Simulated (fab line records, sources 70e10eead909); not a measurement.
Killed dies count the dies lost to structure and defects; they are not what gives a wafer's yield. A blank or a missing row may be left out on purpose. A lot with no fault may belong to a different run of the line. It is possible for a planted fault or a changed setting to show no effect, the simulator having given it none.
Which tool did it?    flow nand-harc    15 lots with 45 wafers sampled at 3 steps, on a route of 1159 steps

## WHAT THE GAUGES SHOWED, per wafer
NHARC_P_ZERO_WELL_INSPECT_43. Usual: 13 for raw-defect-count, sd 5.5.
lot   measured     on                 raw-defect-count  flag
L451  day 1 19:27  defect-inspect-01  11 7 5            
L452  day 2 01:32  defect-inspect-01  12 12 7           
L453  day 2 07:35  defect-inspect-02  11 15 15          
L455  day 2 19:44  defect-inspect-02  11 14 18          
L456  day 3 01:32  defect-inspect-01  26 21 5           
L460  day 4 02:02  defect-inspect-02  7 8 13            
L461  day 4 07:45  defect-inspect-02  13 8 4            
L462  day 4 13:56  defect-inspect-01  10 24 9           
L463  day 5 00:53  defect-inspect-01  10 14 25          
L464  day 5 01:45  defect-inspect-01  12 9 13           
L466  day 5 13:36  defect-inspect-01  23 9 25           
L467  day 5 19:36  defect-inspect-01  12 15 15          
L472  day 7 01:45  defect-inspect-02  17 7 10           
L473  day 7 07:37  defect-inspect-02  3 11 9            
L474  day 7 13:35  defect-inspect-02  8 12 9            

## TOOL THAT RAN EACH LOT (tool first, then ch and the chambers of the sampled wafers, then the start)
lot   NHARC_P_ZERO_WELL_DESCUM_39        NHARC_P_ZERO_WELL_RTA_42
L451  rie-diel-13 ch 0,3, day 1 16:10    rtp-anneal-01 ch 0, day 1 18:47
L452  rie-diel-04 ch 1,3, day 1 22:12    rtp-anneal-02 ch 0, day 2 00:52
L453  rie-diel-04 ch 0,1,3, day 2 04:14  rtp-anneal-01 ch 0, day 2 07:08
L455  rie-diel-12 ch 0,1,3, day 2 16:27  rtp-anneal-01 ch 0, day 2 19:10
L456  rie-diel-13 ch 0,1,3, day 2 22:22  rtp-anneal-01 ch 0, day 3 00:51
L460  rie-diel-13 ch 0,2, day 3 22:17    rtp-anneal-01 ch 0, day 4 01:20
L461  rie-diel-12 ch 0,2,3, day 4 04:23  rtp-anneal-02 ch 0, day 4 07:04
L462  rie-diel-04 ch 0,1,3, day 4 10:35  rtp-anneal-01 ch 0, day 4 13:16
L463  rie-diel-13 ch 0,2,3, day 4 21:32  rtp-anneal-01 ch 0, day 5 00:20
L464  rie-diel-13 ch 0,2,3, day 4 22:19  rtp-anneal-02 ch 0, day 5 01:02
L466  rie-diel-12 ch 2,3, day 5 10:18    rtp-anneal-01 ch 0, day 5 13:02
L467  rie-diel-12 ch 1,3, day 5 16:16    rtp-anneal-01 ch 0, day 5 19:02
L472  rie-diel-04 ch 0,2, day 6 22:28    rtp-anneal-02 ch 0, day 7 01:04
L473  rie-diel-12 ch 0,2,3, day 7 04:27  rtp-anneal-01 ch 0, day 7 06:56
L474  rie-diel-04 ch 2,3, day 7 10:16    rtp-anneal-02 ch 0, day 7 12:53
- NHARC_P_ZERO_WELL_DESCUM_39: chemistry O2, time 3 s.
- NHARC_P_ZERO_WELL_RTA_42: time 300 s.

## AS READ BY THE TOOLS THEMSELVES (means over the sampled wafers that have a number; for cases with no such wafer, the mark the record gives instead)
NHARC_P_ZERO_WELL_DESCUM_39. Usual: drypump-motor-current-A 5.9 A, standard deviation 0.53; oes-product-au 0.998 a.u., standard deviation 0.0097; rf-vpp-V 57.9 V, standard deviation 0.94; showerhead-plenum-p-Torr 1.90 Torr, standard deviation 0.084; throttle-valve-pct 11.313 %, standard deviation 0.0095.
lot   tool         drypump-motor-current-A (A)  oes-product-au (a.u.)  rf-vpp-V (V)  showerhead-plenum-p-Torr (Torr)  throttle-valve-pct (%)  flag
L451  rie-diel-13  6.1                          1.001                  58.8          1.82                             11.320                  
L452  rie-diel-04  5.5                          0.995                  57.6          1.94                             11.314                  
L453  rie-diel-04  5.7                          0.992                  58.5          1.93                             11.307                  
L455  rie-diel-12  5.9                          0.991                  57.9          1.89                             11.310                  
L456  rie-diel-13  5.9                          1.006                  58.0          1.87                             11.309                  
L460  rie-diel-13  6.2                          0.999                  58.3          1.79                             11.309                  
L461  rie-diel-12  6.1                          0.993                  58.5          1.96                             11.316                  
L462  rie-diel-04  5.7                          0.997                  58.4          1.93                             11.311                  
L463  rie-diel-13  5.9                          1.005                  58.2          1.82                             11.318                  
L464  rie-diel-13  5.9                          1.000                  57.8          1.82                             11.314                  
L466  rie-diel-12  6.5                          0.998                  58.4          2.02                             11.311                  
L467  rie-diel-12  6.0                          1.000                  58.7          1.96                             11.313                  
L472  rie-diel-04  5.5                          0.988                  57.1          1.89                             11.310                  
L473  rie-diel-12  6.1                          1.004                  57.9          1.96                             11.318                  
L474  rie-diel-04  5.6                          0.997                  58.0          1.90                             11.314                  

NHARC_P_ZERO_WELL_RTA_42. Usual: lamp-power-pct 41.3 %, standard deviation 2.3; lamp_zone_3_pct 41.3 %, standard deviation 2.3; wafer_temp_C_max 1106.2, standard deviation 1.7.
lot   tool           lamp-power-pct (%)  lamp_zone_3_pct (%)  wafer_temp_C_max  flag
L451  rtp-anneal-01  39.3                39.3                 1107.7            
L452  rtp-anneal-02  44.0                44.0                 1105.2            
L453  rtp-anneal-01  39.4                39.4                 1107.8            
L455  rtp-anneal-01  39.5                39.4                 1107.4            
L456  rtp-anneal-01  39.5                39.5                 1107.6            
L460  rtp-anneal-01  39.5                39.4                 1107.3            
L461  rtp-anneal-02  44.0                44.0                 1104.5            
L462  rtp-anneal-01  39.4                39.4                 1106.2            
L463  rtp-anneal-01  39.3                39.4                 1106.6            
L464  rtp-anneal-02  44.0                44.0                 1104.6            
L466  rtp-anneal-01  39.4                39.4                 1106.7            
L467  rtp-anneal-01  39.5                39.5                 1107.4            
L472  rtp-anneal-02  44.1                44.0                 1104.8            
L473  rtp-anneal-01  39.4                39.4                 1109.1            
L474  rtp-anneal-02  44.0                44.0                 1104.3            

## THE ANSWER, worked out from the rows above alone
Rule: lot off if the mean of its wafers having a number is beyond 3 standard deviations from the usual mean. A lot without any number at a reading at which 4 lots or more have one is off too. The other lots that the step has rows for count as sound. Order of review: gauges by route order, followed by the tools' own readings, for which a lot's mean as printed above is used. The first step at which some lot is off is used, and at that step the reading that is off furthest; a lot without a number counts as furthest.
No lot is off at any reading shown: from this, nothing can be told.

## WHAT WAS PUT IN BY THE SIMULATOR
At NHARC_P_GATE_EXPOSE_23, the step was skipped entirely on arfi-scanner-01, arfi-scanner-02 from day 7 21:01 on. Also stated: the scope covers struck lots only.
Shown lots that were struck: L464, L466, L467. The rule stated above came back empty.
